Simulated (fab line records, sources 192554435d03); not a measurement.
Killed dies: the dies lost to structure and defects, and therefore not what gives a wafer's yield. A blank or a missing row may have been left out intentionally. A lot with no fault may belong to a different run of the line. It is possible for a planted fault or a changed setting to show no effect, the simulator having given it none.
2 desks, one fault	flow n5 finfet	numbers are kept per desk, each desk with only its own; the story behind them comes last

METROLOGY DESK
Lot by lot, what the gauges showed, no matter which tool ran the lot: averages of those sampled wafers that carry a number. If a lot's mean is further than 4 standard deviations from the usual mean, the lot is out of limits and carries the mark OUT (the distance appears in the brackets). Shown here are 7 of its 10 readings, the ones lying furthest out on some lot.
Columns: A = IOFF_N at N5_BEOL_M4_RC_MEAS_101, usual 0.16 nA/um; B = ION_N at N5_BEOL_M4_RC_MEAS_101, usual 672 uA/um; C = ION_P at N5_BEOL_M4_RC_MEAS_101, usual 463 uA/um; D = SS_N at N5_BEOL_M4_RC_MEAS_101, usual 71.4 mV/dec; E = SS_P at N5_BEOL_M4_RC_MEAS_101, usual 73.2 mV/dec; F = VT_N at N5_BEOL_M4_RC_MEAS_101, usual 250 mV; G = VT_P at N5_BEOL_M4_RC_MEAS_101, usual -250 mV
lot	first seen here	A	B	C	D	E	F	G
L309	day 8 07:29	0.14	670	470	70.9	72.9	250	-248
L310	day 8 11:39	0.16	672	465	71.7	73.6	249	-250
L312	day 9 05:44	0.14	671	461	71.5	72.4	249	-250
L313	day 9 08:32	0.16	673	461	71.1	72.7	249	-249
L315	day 9 21:27	0.14	659	450	71.1	72.9	254	-255
L314	day 10 01:50	0.15	663	458	71.9	73.2	252	-251
L323	day 12 06:14	0.20	683	466	71.9	74.1	245	-248
L324	day 12 12:28	0.14	656	457	71.1	72.8	251	-251
L327	day 14 05:20	0.15	673	454	71.7	73.2	250	-252
L330	day 14 11:01	0.13	670	465	70.5	72.3	254	-251
Finding of this desk: none of the 10 lots has anything out of limits.

DESK OF THE TOOL OWNER: pecvd-01
The tool's own readings at N5_BEOL_M1_ILD_DEP_00 (deposits SiOC from DEMS/O2, target thk 79 nm, time 15.3 s): means of the sampled wafers that have a number, for each lot that ran on this tool. If a lot's mean is further than 4 standard deviations from the usual mean, the lot is out of limits and carries the mark OUT (the distance appears in the brackets).
Columns: A = heater power w at N5_BEOL_M1_ILD_DEP_00, usual 501 W; B = showerhead plenum p Torr at N5_BEOL_M1_ILD_DEP_00, usual 5.702 Torr; C = susceptor temp C at N5_BEOL_M1_ILD_DEP_00, usual 350.04 C; D = throttle valve pct at N5_BEOL_M1_ILD_DEP_00, usual 12.1 %
lot	first seen here	A	B	C	D
L309	day 6 10:27	478	5.694	350.04	12.0
L310	day 6 11:56	487	5.697	350.19	11.9
L312	day 7 03:43	560	5.692	349.95	11.7
L313	day 7 03:57	551	5.702	348.66 (-6.6) OUT	11.6
L315	day 7 21:04	522	5.712	348.26 (-8.5) OUT	11.7
L324	day 10 12:46	529	5.698	350.04	12.1
L330	day 11 18:10	547	5.708	349.86	12.4
Finding of this desk: L313, L315 out of limits; the first was L313 at day 7 03:57, on susceptor temp C at N5_BEOL_M1_ILD_DEP_00. L309, L310, L312, L324, L330: within limits.

BROUGHT TOGETHER
An alarm could have come from the tool owner's desk at day 7 03:57, on L313, L315.
The metrology desk saw nothing out of limits.
The metrology desk holds a record of L313, L315, inside its limits.
Every lot named ran N5_BEOL_M1_ILD_DEP_00 on pecvd-01.

WHAT THE SIMULATOR HAD INSERTED
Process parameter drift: pecvd-01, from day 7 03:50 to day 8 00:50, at N5_BEOL_M1_ILD_DEP_00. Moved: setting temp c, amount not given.
Shown lots that were struck: L313, L315.
Delay in hours, fault start to first out-of-limits reading, by desk: the tool owner's desk at 0.
